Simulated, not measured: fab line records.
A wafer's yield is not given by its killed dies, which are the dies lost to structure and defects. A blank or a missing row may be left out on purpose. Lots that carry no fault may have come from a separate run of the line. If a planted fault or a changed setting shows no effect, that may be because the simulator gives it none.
Matching of chambers	flow nandHarc	NHARC_A_SLIT_ETCH_29 on rieDiel-07 has 4 sister chambers
The step etches the open film in CF4/O2, target depth 100 nm, overetch 10 nm, time 55 s. 4 wafers are shown with their chamber, then 8 later ones without.

WAFERS, EACH WITH ITS CHAMBER
wafer	chamber	drypumpMotorCurrentA (A)
L077.3	2	6.4
L082.6	3	5.8
L085.6	0	5.8
L089.3	1	6.4

WAFERS WITH NO CHAMBER GIVEN
wafer	drypumpMotorCurrentA (A)
L089.4	6.4
L089.5	6.4
L092.3	6.4
L092.4	5.8
L092.5	6.4
L097.1	6.4
L097.3	5.7
L097.5	6.4

THE CHAMBER EACH PASSED THROUGH
wafer	from the rows above	in truth
L089.4	can't be placed: 1 or 2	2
L089.5	can't be placed: 1 or 2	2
L092.3	can't be placed: 1 or 2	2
L092.4	can't be placed: 0 or 3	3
L092.5	can't be placed: 1 or 2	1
L097.1	can't be placed: 1 or 2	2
L097.3	can't be placed: 0 or 3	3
L097.5	can't be placed: 1 or 2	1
Correctly placed: 0 of 8. These rows do not allow placing 8 (true chamber among the candidates in 8). Wrongly placed: 0.
How it was worked out, from the rows above alone: a wafer's distance from a chamber is the root of the sum, over the readings, of the square of ((its reading less the chamber's mean) divided by the reading's scatter). The wafer belongs to the nearest chamber; if the next one is less than 2 further off, it can't be placed. The mean given for a chamber averages the wafers shown for that chamber. The scatter: with one shown wafer a chamber, the root of the mean of the squares of how far each hidden wafer lies from its nearest shown one.
